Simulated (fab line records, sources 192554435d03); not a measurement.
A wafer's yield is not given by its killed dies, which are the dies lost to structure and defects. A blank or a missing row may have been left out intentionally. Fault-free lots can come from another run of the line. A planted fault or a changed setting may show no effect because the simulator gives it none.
Split-lot trial :: flow n5_finfet :: 7 lots, 21 wafers read, on a route of 1938 steps

THE SPLIT ITSELF
At N5_BEOL_M6_TRENCH_ETCH_37 (etches SiCOH lowk in C4F6/O2, target depth 94.435 nm, time 31.5 s), the setting bias_w was moved away from the recipe's 185 W on 10 of the 21 wafers read, by -15.5% to +17.6%. This setting was run at the recipe's value on the other wafers.

FROM THE SPLIT TO THE READING: what the file shows between them, 5 steps
- N5_BEOL_M6_SPUTTER_48: material Cu, target thk 10 nm, time 1.667 s (also split here: power_w)
- N5_BEOL_M6_ECD_50: material Cu, target thk 300 nm
- N5_BEOL_M6_ANNEAL_51: time 90 s
- N5_BEOL_M6_PRE_CLEAN_55: time 15 s
- N5_BEOL_M6_DEP_56: deposits SiCN from 3MS/NH3, target thk 10 nm, time 17.5 s

THE READING
At N5_BEOL_M6_RS_MEAS_57, a four-point-probe measurement gives M6_RS in ohm/sq. A value of 0.287 ohm/sq with a standard deviation of 0.0071 ohm/sq is what fault-free wafers of this fab line usually give.

wafer: L077.1
tool, chamber at the split: rie_diel-06, 2
bias_w as run, W: 185
against the recipe: recipe
M6_RS, ohm/sq: 0.291
against lot-mates on the recipe: -

wafer: L077.4
tool, chamber at the split: rie_diel-06, 0
bias_w as run, W: 185
against the recipe: recipe
M6_RS, ohm/sq: 0.290
against lot-mates on the recipe: -

wafer: L077.5
tool, chamber at the split: rie_diel-06, 3
bias_w as run, W: 185
against the recipe: recipe
M6_RS, ohm/sq: 0.298
against lot-mates on the recipe: -

wafer: L081.1
tool, chamber at the split: rie_diel-06, 0
bias_w as run, W: 185
against the recipe: recipe
M6_RS, ohm/sq: 0.282
against lot-mates on the recipe: -

wafer: L081.2
tool, chamber at the split: rie_diel-06, 3
bias_w as run, W: 194.5
against the recipe: +5.1%
M6_RS, ohm/sq: 0.281
against lot-mates on the recipe: -0.003

wafer: L081.3
tool, chamber at the split: rie_diel-06, 2
bias_w as run, W: 185
against the recipe: recipe
M6_RS, ohm/sq: 0.286
against lot-mates on the recipe: -

wafer: L083.1
tool, chamber at the split: rie_diel-06, 3
bias_w as run, W: 185
against the recipe: recipe
M6_RS, ohm/sq: 0.282
against lot-mates on the recipe: -

wafer: L083.3
tool, chamber at the split: rie_diel-06, 2
bias_w as run, W: 201.1
against the recipe: +8.7%
M6_RS, ohm/sq: 0.268
against lot-mates on the recipe: -0.014

wafer: L083.4
tool, chamber at the split: rie_diel-06, 2
bias_w as run, W: 201.1
against the recipe: +8.7%
M6_RS, ohm/sq: 0.274
against lot-mates on the recipe: -0.008

wafer: L085.1
tool, chamber at the split: rie_diel-01, 2
bias_w as run, W: 185
against the recipe: recipe
M6_RS, ohm/sq: 0.280
against lot-mates on the recipe: -

wafer: L085.3
tool, chamber at the split: rie_diel-01, 0
bias_w as run, W: 198
against the recipe: +7.0%
M6_RS, ohm/sq: 0.260
against lot-mates on the recipe: -0.019

wafer: L085.4
tool, chamber at the split: rie_diel-01, 3
bias_w as run, W: 185
against the recipe: recipe
M6_RS, ohm/sq: 0.278
against lot-mates on the recipe: -

wafer: L096.1
tool, chamber at the split: rie_diel-01, 2
bias_w as run, W: 193.3
against the recipe: +4.5%
M6_RS, ohm/sq: 0.291
against lot-mates on the recipe: +0.002

wafer: L096.2
tool, chamber at the split: rie_diel-01, 0
bias_w as run, W: 193.3
against the recipe: +4.5%
M6_RS, ohm/sq: 0.276
against lot-mates on the recipe: -0.013

wafer: L096.5
tool, chamber at the split: rie_diel-01, 3
bias_w as run, W: 185
against the recipe: recipe
M6_RS, ohm/sq: 0.289
against lot-mates on the recipe: -

wafer: L095.1
tool, chamber at the split: rie_diel-06, 0
bias_w as run, W: 217.5
against the recipe: +17.6%
M6_RS, ohm/sq: 0.266
against lot-mates on the recipe: no lot-mate on the recipe

wafer: L095.5
tool, chamber at the split: rie_diel-06, 2
bias_w as run, W: 217.5
against the recipe: +17.6%
M6_RS, ohm/sq: 0.268
against lot-mates on the recipe: no lot-mate on the recipe

wafer: L095.6
tool, chamber at the split: rie_diel-06, 1
bias_w as run, W: 217.5
against the recipe: +17.6%
M6_RS, ohm/sq: 0.258
against lot-mates on the recipe: no lot-mate on the recipe

wafer: L097.3
tool, chamber at the split: rie_diel-06, 2
bias_w as run, W: 156.4
against the recipe: -15.5%
M6_RS, ohm/sq: 0.317
against lot-mates on the recipe: +0.033

wafer: L097.5
tool, chamber at the split: rie_diel-06, 2
bias_w as run, W: 185
against the recipe: recipe
M6_RS, ohm/sq: 0.286
against lot-mates on the recipe: -

wafer: L097.6
tool, chamber at the split: rie_diel-06, 1
bias_w as run, W: 185
against the recipe: recipe
M6_RS, ohm/sq: 0.283
against lot-mates on the recipe: -

FIT RESULTS
A straight line over all 21 wafers: M6_RS changes by -0.00152 ohm/sq for each +1% of bias_w; r = -0.86; the points scatter about the line by 0.007 ohm/sq.
The same after taking each lot's own level away (the mean of its wafers on the recipe; 18 wafers): -0.00181 ohm/sq for each +1%; r = -0.91; scatter 0.0045 ohm/sq.
According to that fit, moving bias_w by its largest amount changes the reading by 0.032 ohm/sq.
The lots' own levels span 0.2790 to 0.2930 ohm/sq, that is 2.0 times the standard deviation above.
Thus the slope moves with the lot-to-lot level: the two fits are different.
Check: for one of the wafers moved furthest among these (-15.5%), held out of the fit, the line's prediction against its lot-mates is +0.0229 ohm/sq. It came out at +0.0325 ohm/sq against them.
Tool readings at the split's step, against how far the setting was moved: rf_vpp_V r = +0.99.

OTHER SPLITS APPLIED TO THESE WAFERS
Before the reading, these wafers also passed through other splits. Each is held against what the fit with the lots' levels taken away leaves over:
other split on the same wafers: N5_BEOL_M3_TRENCH_ETCH_37 time_s
wafers away from the commonest value: 5
r with M6_RS (lot level and that fit taken away): -0.25

other split on the same wafers: N5_BEOL_M4_DESCUM_16 time_s
wafers away from the commonest value: 4
r with M6_RS (lot level and that fit taken away): +0.16

other split on the same wafers: N5_BEOL_M4_ETCH_64 bias_w
wafers away from the commonest value: 8
r with M6_RS (lot level and that fit taken away): -0.32

other split on the same wafers: N5_BEOL_M5_COAT_66 spin_rpm
wafers away from the commonest value: 6
r with M6_RS (lot level and that fit taken away): +0.03

other split on the same wafers: N5_BEOL_M5_COAT_74 temp_c
wafers away from the commonest value: 4
r with M6_RS (lot level and that fit taken away): +0.31

other split on the same wafers: N5_BEOL_M6_SPUTTER_48 power_w
wafers away from the commonest value: 7
r with M6_RS (lot level and that fit taken away): -0.35

THE WHOLE CHAIN: every reading that the file lists as answering this split, in the file's order
step: N5_BEOL_M6_TRENCH_ETCH_37
what it does: etches SiCOH lowk in C4F6/O2, target depth 94.435 nm, time 31.5 s
reading: rf_vpp_V
change (the file's fit): +5.13 V for each +1% of the setting
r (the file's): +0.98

step: N5_BEOL_M6_TRENCH_ETCH_37
what it does: etches SiCOH lowk in C4F6/O2, target depth 94.435 nm, time 31.5 s
reading: BEOL_M6.feature_depth_nm (the simulator's own value, which no gauge read)
change (the file's fit): +0.404 nm for each +1% of the setting
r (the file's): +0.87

step: N5_BEOL_M6_TRENCH_ETCH_37
what it does: etches SiCOH lowk in C4F6/O2, target depth 94.435 nm, time 31.5 s
reading: etch.depth_nm (the simulator's own value, which no gauge read)
change (the file's fit): +0.398 nm for each +1% of the setting
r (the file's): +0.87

step: N5_BEOL_M6_RS_MEAS_57
what it does: measures by four-point-probe
reading: M6_RS
change (the file's fit): -0.00188 for each +1% of the setting
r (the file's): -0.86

FILE'S OWN FIT
M6_RS changes by -0.00188 ohm/sq for each +1% of bias_w, r = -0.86.
